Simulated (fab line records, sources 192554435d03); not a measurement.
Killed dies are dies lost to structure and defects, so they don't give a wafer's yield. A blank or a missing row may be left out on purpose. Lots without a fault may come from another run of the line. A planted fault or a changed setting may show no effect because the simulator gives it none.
Chamber matching | flow n5_finfet | N5_FIN_CUT_ETCH_21 on rie_diel-05: 4 sister chambers
The step etches SOC in N2/H2, target depth 219 nm, overetch 43.8 nm, time 523.5 s. 4 wafers are shown with their chamber, then 7 later ones without.

WAFERS WITH THEIR CHAMBER
wafer  | chamber | showerhead_plenum_p_Torr (Torr)
L085.6 | 3       | 2.60
L087.5 | 1       | 2.70
L088.1 | 0       | 2.51
L088.3 | 2       | 2.40

WAFERS WITHOUT THEIR CHAMBER
wafer  | showerhead_plenum_p_Torr (Torr)
L088.6 | 2.51
L091.2 | 2.60
L091.4 | 2.39
L091.6 | 2.51
L092.3 | 2.51
L092.4 | 2.60
L092.5 | 2.51

WHICH CHAMBER EACH WENT THROUGH
wafer  | from the rows above | in truth
L088.6 | 0                   | 0
L091.2 | 3                   | 3
L091.4 | 2                   | 2
L091.6 | 0                   | 0
L092.3 | 0                   | 0
L092.4 | 3                   | 3
L092.5 | 0                   | 0
Placed correctly: 7 of 7. Can't be placed from these rows: 0. Placed wrongly: 0.
How it was worked out, from the rows above alone: a wafer's distance from a chamber is the root of the sum, over the readings, of the square of ((its reading less the chamber's mean) divided by the reading's scatter). The wafer belongs to the nearest chamber; if the next one is less than 2 further off, it can't be placed. A chamber's mean is the mean of its shown wafers. The scatter: with one shown wafer a chamber, the root of the mean of the squares of how far each hidden wafer lies from its nearest shown one.
